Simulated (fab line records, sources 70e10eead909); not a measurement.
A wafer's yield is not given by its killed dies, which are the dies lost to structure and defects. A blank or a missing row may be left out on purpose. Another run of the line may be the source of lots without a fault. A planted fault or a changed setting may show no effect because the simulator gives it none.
fab line records	flow nandHarc
record lots=6	wafers=18	lastDay=33
route steps=1302 shown A_SLIT@940 A_SIN_REMOVE@947 A_WL_FILL@952
lots untouched by any fault: they come from a run of this same line in which no faults occurred
startH: the number of hours between the record's first day and the start of the first shown wafer of the lot	waitH: hours from the lot's prior step to this one	" repeats the value in the row above	L1.1+2: several wafers, shown together as one row	- no value, or no start given	* or withheld: withheld	< > ~ a bound
route shown NAME@n: NAME is a module with steps in the file, n the number in the route of the first one	usual: average and standard deviation across the fault-free wafers	same: alike in all rows	chamber/n: place in a boat	sites: readings site by site	_std_site: their standard deviation	_edge_site: outer sites' mean less inner sites'	radiusMm: for every site, how far away it sits from the centre of the wafer	mask NAME#n: copy n	behind: tool/chamber where the wafer was last shaped	hold: why the lot was held/for how many hours/how that ended	device: which transistor (n, p or np) failed to switch	end of line: tests of these same wafers at the route's end	a step without rows: its recipe alone	killed: the dies lost at the first sort to structure and to defects; this is not the yield of the wafer	map: shows each die of a wafer: x if killed, . if not, _ if none is there
set.NAME: the setting that was run; set.NAME@STEP: the one run at that earlier step	model.NAME: the simulator's own value behind a step, which no gauge read
lots at some steps of the route; a table a step, a row a wafer
services: from which hour (startH, from the record's first day; less than 0 if before it) a tool's chamber was out of use, for how many hours, and why
## steps
# step NHARC_A_SLIT_ETCH_26
# recipe biasV=400	sourceW=2000	pressureMtorr=25	timeS=90	arFlowSccm=375	c4f8FlowSccm=41.7	o2FlowSccm=83.3	targetDepthA=4000	chemistry=C4F8/O2/Ar
# usual drypumpMotorCurrentA=5.6/0.35	showerheadPlenumPTorr=3.78/0.19	throttleValvePct=27.620/0.011
# same timeS=90
lot.wafer	tool	chamber	startH	waitH	drypumpMotorCurrentA	rfHoursCounterH	showerheadPlenumPTorr	throttleValvePct
L796.3	harEtch-01	0	476.57	1.9	5.6	-	3.47	27.630
L796.4	"	1	"	"	4.9	-	3.67	27.615
L796.5	"	1	"	"	4.9	-	3.67	27.644
L799.3	harEtch-01	1	505.58	1.9	4.9	-	3.67	27.617
L799.5	"	1	"	"	4.9	-	3.67	27.637
L799.6	"	0	"	"	5.6	-	3.46	27.626
L797.1	harEtch-02	0	507.01	3.1	5.8	65	3.94	27.624
L797.4	"	0	"	"	5.7	-	3.94	27.618
L797.6	"	1	"	"	5.9	-	3.94	27.629
L804.1	harEtch-02	1	574.71	3.0	5.8	103	3.92	27.613
L804.4	"	1	"	"	5.8	-	3.92	27.625
L804.6	"	0	"	"	5.8	-	3.92	27.620
L813.2	harEtch-01	0	671.97	4.9	5.6	-	3.98	27.609
L813.4	"	0	"	"	5.6	-	3.98	27.622
L813.6	"	0	"	"	5.6	-	3.98	27.620
L812.2	harEtch-02	0	681.81	3.0	5.7	164	3.89	27.613
L812.6	"	0	"	"	5.7	-	3.88	27.625
L812.5	"	1	"	"	5.8	-	3.88	27.628
# step NHARC_A_SLIT_STRIP_28
# recipe o2FlowSccm=400	cosFlowSccm=20	arFlowSccm=0	biasW=0	chemistry=O2/COS
# step NHARC_A_SLIT_ETCH_29
# recipe targetDepthA=1000	overetchA=100	timeS=55	ionEnergyEv=100	cf4FlowSccm=80	o2FlowSccm=20	arFlowSccm=0	rfW=300	biasW=100	chemistry=CF4/O2
# usual drypumpMotorCurrentA=5.6/0.36	oes_f_703_au=1.000/0.0043	oesProductAu=1.001/0.0099	rfVppV=198.2/1.5	showerheadPlenumPTorr=1.37/0.059	throttleValvePct=13.399/0.0097
# same timeS=55
lot.wafer	tool	chamber	startH	waitH	drypumpMotorCurrentA	oes_f_703_au	oesProductAu	rfHoursCounterH	rfVppV	showerheadPlenumPTorr	throttleValvePct
L796.4	rieDiel-06	0	477.39	0.1	5.0	1.011	1.002	9	200.0	1.38	13.411
L796.3	"	3	"	"	5.6	1.005	0.994	10	199.7	1.42	13.394
L796.5	"	1	"	"	6.0	1.002	1.000	-	198.8	1.42	13.388
L799.3	rieDiel-11	3	506.41	0.1	5.5	1.001	1.013	4	195.1	1.29	13.398
L799.6	"	1	"	"	5.9	1.000	1.004	-	199.4	1.41	13.397
L799.5	"	2	"	"	5.1	0.993	1.006	-	198.3	1.43	13.399
L797.4	rieDiel-06	2	507.90	0.1	5.4	1.001	1.011	2	197.7	1.40	13.405
L797.1	"	3	"	"	5.6	0.997	0.992	2	200.0	1.42	13.396
L797.6	"	1	"	"	6.1	1.001	1.009	-	199.2	1.42	13.399
L804.4	rieDiel-11	0	575.59	0.1	5.8	1.000	1.003	10	195.4	1.29	13.406
L804.1	"	1	"	"	5.9	1.010	0.994	8	198.1	1.41	13.394
L804.6	"	1	"	"	5.9	0.995	0.995	-	199.5	1.41	13.414
L813.2	rieDiel-03	1	672.98	0.1	5.4	1.000	0.998	1	197.3	1.36	13.400
L813.4	"	0	"	"	6.4	0.999	0.988	1	195.3	1.28	13.405
L813.6	"	2	"	"	5.4	0.998	0.996	-	196.4	1.30	13.395
L812.2	rieDiel-11	1	682.71	0.1	5.9	0.998	1.002	3	199.2	1.41	13.402
L812.5	"	0	"	"	5.8	0.996	0.981	-	196.5	1.29	13.414
L812.6	"	1	"	"	5.9	0.995	0.999	-	198.7	1.41	13.411
# step NHARC_A_SLIT_STRIP_18
# recipe o2FlowSccm=500	arFlowSccm=0	biasW=0	chemistry=O2
# usual drypumpMotorCurrentA=5.6/0.37	oesProductAu=1.003/0.0095	rfVppV=58.0/0.85	showerheadPlenumPTorr=3.61/0.15	throttleValvePct=17.037/0.0082
lot.wafer	tool	chamber	startH	waitH	drypumpMotorCurrentA	oesProductAu	rfHoursCounterH	rfVppV	showerheadPlenumPTorr	throttleValvePct
L796.3	rieDiel-06	0	-	-	5.0	0.994	9	57.0	3.64	17.035
L796.4	"	1	"	"	6.1	1.003	8	59.0	3.73	17.058
L796.5	"	0	"	"	5.0	0.996	-	57.9	3.64	17.031
L799.3	rieDiel-11	2	-	-	5.1	1.001	4	57.9	3.77	17.035
L799.5	"	2	"	"	5.1	0.999	-	56.2	3.76	17.040
L799.6	"	3	"	"	5.6	1.005	-	57.7	3.42	17.041
L797.1	rieDiel-06	0	-	-	5.0	1.027	2	57.3	3.64	17.038
L797.4	"	1	"	"	6.1	1.010	2	57.7	3.73	17.028
L797.6	"	1	"	"	6.1	1.016	-	59.6	3.73	17.025
L804.4	rieDiel-11	1	-	-	5.9	0.998	8	59.6	3.71	17.045
L804.1	"	3	"	"	5.5	1.008	10	57.8	3.41	17.042
L804.6	"	1	"	"	5.9	0.995	-	58.4	3.71	17.034
L813.4	rieDiel-03	3	-	-	5.7	0.997	2	57.1	3.77	17.055
L813.2	"	0	"	"	6.4	0.999	1	56.5	3.39	17.027
L813.6	"	3	"	"	5.7	0.988	-	59.1	3.77	17.040
L812.2	rieDiel-11	1	-	-	5.9	1.006	3	59.6	3.71	17.036
L812.6	"	1	"	"	5.9	1.008	-	58.8	3.71	17.034
L812.5	"	2	"	"	5.1	0.985	-	58.5	3.76	17.036
# step NHARC_A_SLIT_PRECLEAN_19
# recipe timeS=*	tempC=50	bathAgeMin=0	chemistry=SC1
# step NHARC_A_SLIT_SRD_20
# step NHARC_A_SLIT_CD_MEAS_21
# usual cdNm=289.5/0.81
lot.wafer	tool	chamber	startH	waitH	cdNm
L796.3	cdSem-01	-	477.93	-	290.3
L796.4	"	-	"	"	289.9
L796.5	"	-	"	"	290.5
L799.3	cdSem-03	-	506.94	-	289.9
L799.5	"	-	"	"	289.6
L799.6	"	-	"	"	289.3
L797.1	cdSem-03	-	508.43	-	289.9
L797.4	"	-	"	"	288.7
L797.6	"	-	"	"	289.0
L804.1	cdSem-02	-	576.12	-	288.0
L804.4	"	-	"	"	288.0
L804.6	"	-	"	"	288.1
L813.2	cdSem-01	-	673.51	-	289.2
L813.4	"	-	"	"	289.8
L813.6	"	-	"	"	289.7
L812.2	cdSem-01	-	683.25	-	290.0
L812.5	"	-	"	"	289.8
L812.6	"	-	"	"	290.0
# step NHARC_A_SIN_REMOVE_WET_00
# recipe tempC=160	timeS=15300	chemistry=H3PO4
# step NHARC_A_SIN_REMOVE_PRECLEAN_01
# recipe timeS=*	tempC=50	bathAgeMin=0	chemistry=SC1
# step NHARC_A_SIN_REMOVE_SRD_02
# step NHARC_A_SIN_REMOVE_INSPECT_04
# usual rawDefectCount=377/80
lot.wafer	tool	chamber	startH	waitH	rawDefectCount
L796.3	defectInspect-02	-	483.24	0.0	391
L796.4	"	-	"	"	420
L796.5	"	-	"	"	332
L799.3	defectInspect-02	-	513.50	0.0	465
L799.5	"	-	"	"	459
L799.6	"	-	"	"	445
L797.1	defectInspect-01	-	513.50	0.0	369
L797.4	"	-	"	"	379
L797.6	"	-	"	"	475
L804.1	defectInspect-01	-	582.81	0.0	372
L804.4	"	-	"	"	382
L804.6	"	-	"	"	425
L813.2	defectInspect-02	-	680.10	0.0	366
L813.4	"	-	"	"	487
L813.6	"	-	"	"	584
L812.2	defectInspect-02	-	689.86	0.0	324
L812.5	"	-	"	"	373
L812.6	"	-	"	"	516
# step NHARC_A_WL_FILL_ALD_00
# recipe targetThkA=30	pulseTimeS=3	aldCycles=30	tempC=300	material=Al2O3
# usual aldCycles=30/0	heaterPowerOuterW=270/16	heaterPowerW=471/33	precursorPulseHeightRel=0.998/0.019
lot.wafer	tool	chamber	startH	waitH	aldCycles	heaterPowerOuterW	heaterPowerW	precursorPulseHeightRel
L796.4	aldHk-04	1	484.19	1.0	30	267	476	0.974
L796.3	"	2	"	"	30	289	490	1.015
L796.5	"	2	"	"	30	288	496	1.000
L799.3	aldHk-04	1	513.57	0.1	30	263	454	0.987
L799.5	"	1	"	"	30	280	460	0.999
L799.6	"	2	"	"	30	290	499	1.005
L797.4	aldHk-02	0	513.59	0.1	30	268	518	1.003
L797.1	"	1	"	"	30	273	418	1.009
L797.6	"	0	"	"	30	270	509	0.992
L804.4	aldHk-04	2	582.93	0.1	30	291	500	1.012
L804.1	"	3	"	"	30	283	501	0.996
L804.6	"	0	"	"	30	258	462	1.020
L813.2	aldHk-02	1	680.19	0.1	25	275	417	0.996
L813.4	"	2	"	"	25	284	468	1.002
L813.6	"	0	"	"	25	253	478	0.987
L812.2	aldHk-02	0	689.95	0.1	25	254	486	1.012
L812.6	"	3	"	"	25	244	436	0.982
L812.5	"	0	"	"	30	265	482	0.987
# step NHARC_A_WL_FILL_RTA_01
# recipe tempC=1000	timeS=5
# usual lampPowerPct=29.46/0.26	lamp_zone_1_pct=29.46/0.26	lamp_zone_3_pct=29.46/0.26	lamp_zone_7_pct=29.94/0.26	wafer_temp_C_max=1004.2/0.86
# same timeS=5
lot.wafer	tool	chamber	startH	waitH	lampPowerPct	lamp_zone_1_pct	lamp_zone_3_pct	lamp_zone_7_pct	wafer_temp_C_max
L796.3	rtpAnneal-01	0	484.52	-	29.24	29.23	29.20	29.67	1003.2
L796.4	"	0	"	"	29.24	29.26	29.20	29.72	1003.3
L796.5	"	0	"	"	29.22	29.27	29.21	29.65	1004.0
L797.1	rtpAnneal-02	0	513.83	-	29.75	29.77	29.77	30.29	1005.2
L797.4	"	0	"	"	29.76	29.74	29.77	30.24	1004.3
L797.6	"	0	"	"	29.76	29.72	29.78	30.24	1005.8
L799.3	rtpAnneal-01	0	513.89	-	29.24	29.22	29.23	29.70	1004.9
L799.5	"	0	"	"	29.22	29.23	29.26	29.70	1003.6
L799.6	"	0	"	"	29.22	29.26	29.22	29.68	1003.8
L804.1	rtpAnneal-01	0	583.14	-	29.20	29.25	29.22	29.67	1003.7
L804.4	"	0	"	"	29.22	29.24	29.21	29.64	1003.9
L804.6	"	0	"	"	29.23	29.19	29.18	29.67	1004.3
L813.2	rtpAnneal-02	0	680.45	-	29.82	29.77	29.77	30.26	1004.4
L813.4	"	0	"	"	29.70	29.78	29.76	30.25	1004.7
L813.6	"	0	"	"	29.77	29.75	29.76	30.23	1004.3
L812.2	rtpAnneal-01	0	690.21	-	29.24	29.24	29.16	29.71	1004.2
L812.5	"	0	"	"	29.21	29.22	29.22	29.71	1003.9
L812.6	"	0	"	"	29.23	29.24	29.24	29.65	1003.5
## services
tool	chamber	startH	hours	kind
rieDiel-03	-	458.31	9.0	pm
rieDiel-11	0	466.00	-	clean
rieDiel-11	1	466.00	-	clean
rieDiel-11	2	466.00	-	clean
rieDiel-11	3	466.00	-	clean
rieDiel-06	-	484.20	9.0	pm
harEtch-02	-	489.20	2.1	repair
rieDiel-11	0	490.50	-	clean
rieDiel-11	1	490.50	-	clean
rieDiel-11	2	490.50	-	clean
rieDiel-11	3	490.50	-	clean
rieDiel-11	0	515.00	-	clean
rieDiel-06	-	529.22	0.6	repair
rieDiel-03	0	561.74	45.0	repair
rieDiel-06	1	569.42	7.6	repair
rieDiel-03	1	576.52	48.2	repair
rieDiel-11	-	609.50	9.0	pm
aldHk-04	-	612.71	10.0	pm
rieDiel-06	0	614.78	5.8	repair
rieDiel-03	-	618.67	1.6	repair
rieDiel-11	1	621.25	5.6	repair
rieDiel-03	-	635.31	9.0	pm
rieDiel-06	0	636.80	7.5	repair
rieDiel-06	-	661.20	9.0	pm
## key
firstSign step=NHARC_A_WL_FILL_ALD_00	reading=aldCycles	direction=down	sigmas=99+	usual=30	struck=25
effect none on later readings
metAt NHARC_A_WL_FILL_ALD_00
struckWafers L812.2,L812.6,L813.2,L813.4,L813.6
testerLeftOut L812,L813
onsetBetween 513.59 680.19
fault kind=processParameterDrift	tool=aldHk-02	chamber=-	onsetH=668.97	steps=NHARC_A_WL_FILL_ALD_00	channel=aldCycles	offset=-5	shape=step	endH=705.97	scope=struckWafersOnly	actsIn=theseRecipesOnly	stated=30
# testerLeftOut: of these lots the tester's yield and bins aren't shown, on N5 and GAA mostly nor the transistor test; their killed dies are dies lost to structure and defects alone, not to doping, threshold or leakage, so they don't give the yield
